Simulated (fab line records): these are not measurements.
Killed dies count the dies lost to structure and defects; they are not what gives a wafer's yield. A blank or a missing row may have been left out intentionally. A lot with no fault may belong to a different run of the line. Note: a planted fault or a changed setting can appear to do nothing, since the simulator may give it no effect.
The tool behind it: which one?	flow nand-harc	24 lots with 72 wafers sampled at 2 steps, on a route of 1159 steps

== WHAT THE GAUGES SHOWED, per wafer ==
NHARC_A_WL_FILL_INSPECT_15.
lot	measured	on	raw-defect-count
L077	day 16 15:04	defect-inspect-01	573 316 322
L075	day 16 14:54	defect-inspect-02	309 236 310
L076	day 16 19:46	defect-inspect-02	198 198 276
L074	day 17 00:37	defect-inspect-01	279 466 521
L078	day 17 02:44	defect-inspect-01	432 606 344
L079	day 17 08:49	defect-inspect-02	593 415 376
L081	day 17 13:10	defect-inspect-02	217 242 235
L080	day 17 17:25	defect-inspect-02	303 277 271
L082	day 18 15:23	defect-inspect-01	453 504 355
L083	day 18 15:18	defect-inspect-02	364 362 428
L085	day 18 20:35	defect-inspect-01	226 277 268
L084	day 19 00:02	defect-inspect-01	724 339 469
L086	day 19 05:56	defect-inspect-01	636 526 635
L087	day 19 05:52	defect-inspect-02	557 354 343
L088	day 19 16:17	defect-inspect-01	421 350 345
L090	day 20 06:11	defect-inspect-02	229 308 217
L089	day 20 05:32	defect-inspect-02	291 513 447
L092	day 20 15:51	defect-inspect-02	444 351 493
L091	day 20 15:29	defect-inspect-02	301 375 304
L093	day 20 20:38	defect-inspect-02	350 314 367
L095	day 21 13:58	defect-inspect-02	669 255 307
L096	day 21 12:42	defect-inspect-01	409 394 627
L094	day 21 16:59	defect-inspect-02	387 601 312
L097	day 22 01:55	defect-inspect-01	385 368 356

== TOOL THAT RAN EACH LOT (tool first, then ch and the chambers of the sampled wafers, then the start) ==
lot	NHARC_A_WL_FILL_CVD_20
L077	cvd-w-01 ch 0,1, day 16 15:04 or earlier
L075	cvd-w-02 ch 0,1, day 16 14:54 or earlier
L076	cvd-w-02 ch 0,1, day 16 19:46 or earlier
L074	cvd-w-02 ch 0,1, day 17 00:37 or earlier
L078	cvd-w-01 ch 0,1, day 17 02:44 or earlier
L079	cvd-w-01 ch 1, day 17 08:49 or earlier
L081	cvd-w-01 ch 0,1, day 17 13:10 or earlier
L080	cvd-w-01 ch 0,1, day 17 17:25 or earlier
L082	cvd-w-01 ch 0,1, day 18 15:23 or earlier
L083	cvd-w-02 ch 0,1, day 18 15:18 or earlier
L085	cvd-w-02 ch 1, day 18 20:35 or earlier
L084	cvd-w-01 ch 0,1, day 19 00:02 or earlier
L086	cvd-w-01 ch 0,1, day 19 05:56 or earlier
L087	cvd-w-02 ch 0,1, day 19 05:52 or earlier
L088	cvd-w-01 ch 0,1, day 19 16:17 or earlier
L090	cvd-w-01 ch 0,1, day 20 06:11 or earlier
L089	cvd-w-02 ch 0,1, day 20 05:32 or earlier
L092	cvd-w-02 ch 0,1, day 20 15:51 or earlier
L091	cvd-w-01 ch 0,1, day 20 15:29 or earlier
L093	cvd-w-01 ch 0,1, day 20 20:38 or earlier
L095	cvd-w-01 ch 0,1, day 21 13:58 or earlier
L096	cvd-w-02 ch 0,1, day 21 12:42 or earlier
L094	cvd-w-02 ch 0,1, day 21 16:59 or earlier
L097	cvd-w-01 ch 0,1, day 22 01:55 or earlier
- NHARC_A_WL_FILL_CVD_20: deposits W, target thk 75 nm, time 5064 s.

== AS READ BY THE TOOLS THEMSELVES (means over the sampled wafers that have a number; for cases with no such wafer, the mark the record gives instead) ==
NHARC_A_WL_FILL_CVD_20.
lot	tool	heater-power-w (W)	mfc-h2-sccm (sccm)	throttle-valve-pct (%)
L077	cvd-w-01	432	1598	8.11
L075	cvd-w-02	480	1601	8.40
L076	cvd-w-02	478	1605	8.35
L074	cvd-w-02	485	1600	8.47
L078	cvd-w-01	436	1598	8.19
L079	cvd-w-01	416	1604	7.86
L081	cvd-w-01	431	1603	8.24
L080	cvd-w-01	430	1600	8.09
L082	cvd-w-01	443	1603	8.18
L083	cvd-w-02	503	1597	7.87
L085	cvd-w-02	522	1599	7.96
L084	cvd-w-01	434	1600	8.10
L086	cvd-w-01	426	1604	7.84
L087	cvd-w-02	502	1598	7.96
L088	cvd-w-01	435	1598	8.07
L090	cvd-w-01	439	1603	8.24
L089	cvd-w-02	504	1604	7.96
L092	cvd-w-02	504	1603	8.15
L091	cvd-w-01	440	1599	8.21
L093	cvd-w-01	428	1598	8.04
L095	cvd-w-01	437	1597	8.21
L096	cvd-w-02	502	1598	7.89
L094	cvd-w-02	486	1605	8.05
L097	cvd-w-01	435	1606	7.82

== THE ANSWER, worked out from the rows above alone ==
Rule: the usual values come from the lots themselves. The widest of any qualifying gaps counts: lots, ordered by their means at a reading, are off when they make up no more than a third of the lots, leave a main group of 4 or more, and stand apart from it by 3 or more times the standard deviation of that group's means. The tables above print the reading to a certain number of digits; a main group whose means all agree to those digits is not used. A lot without any number at a reading at which 4 lots or more have one is off too. Where the step has rows for the other lots, those lots are counted as sound. First the gauges in route order, then the tools' own readings, where a lot's mean is used as printed above. At the first step where some lot is off, the reading lying furthest off is the one used; lots without a number count as furthest.
No lot is off at any reading shown: from this, nothing can be told.

== WHAT THE SIMULATOR PUT IN ==
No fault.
